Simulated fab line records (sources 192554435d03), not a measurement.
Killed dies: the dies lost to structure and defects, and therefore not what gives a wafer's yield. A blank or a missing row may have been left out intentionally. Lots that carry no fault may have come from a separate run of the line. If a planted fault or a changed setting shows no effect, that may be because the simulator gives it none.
Chamber matching -- flow n5-finfet -- 3 sister chambers for N5_BEOL_M6_DEP_56 on pecvd-02
The step deposits SiCN from 3MS/NH3, target thk 10 nm, time 17.5 s. 3 wafers are shown with their chamber, then 11 later ones without.

## EACH WAFER AND ITS CHAMBER
wafer,chamber,showerhead-plenum-p-Torr (Torr)
L087.4,1,3.653
L086.4,2,3.647
L088.1,0,3.684

## WAFERS MISSING THEIR CHAMBER
wafer,showerhead-plenum-p-Torr (Torr)
L088.2,3.635
L088.5,3.637
L091.1,3.636
L091.2,3.665
L091.4,3.642
L093.2,3.655
L093.4,3.643
L093.6,3.658
L096.1,3.677
L096.3,3.653
L096.4,3.678

## CHAMBER TAKEN BY EACH
wafer,from the rows above,in truth
L088.2,can't be placed: 2 or 1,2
L088.5,can't be placed: 2 or 1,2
L091.1,can't be placed: 2 or 1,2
L091.2,can't be placed: 1 or 2 or 0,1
L091.4,can't be placed: 2 or 1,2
L093.2,can't be placed: 1 or 2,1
L093.4,can't be placed: 2 or 1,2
L093.6,can't be placed: 1 or 2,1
L096.1,0,0
L096.3,can't be placed: 1 or 2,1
L096.4,0,0
Correctly placed: 2 of 11. Not placeable from these rows: 9 (in 9, the candidates include the true chamber). Placed wrongly: 0.
How it was worked out, from the rows above alone: a wafer's distance from a chamber is the root of the sum, over the readings, of the square of ((its reading less the chamber's mean) divided by the reading's scatter). If the next closest chamber is less than 2 further off than the closest, the wafer can't be placed; otherwise it belongs to the closest. Each chamber's mean is taken over the wafers shown for it. The scatter (one wafer shown for each chamber): square how far every hidden wafer sits from the nearest shown wafer, average those squares and take the square root.
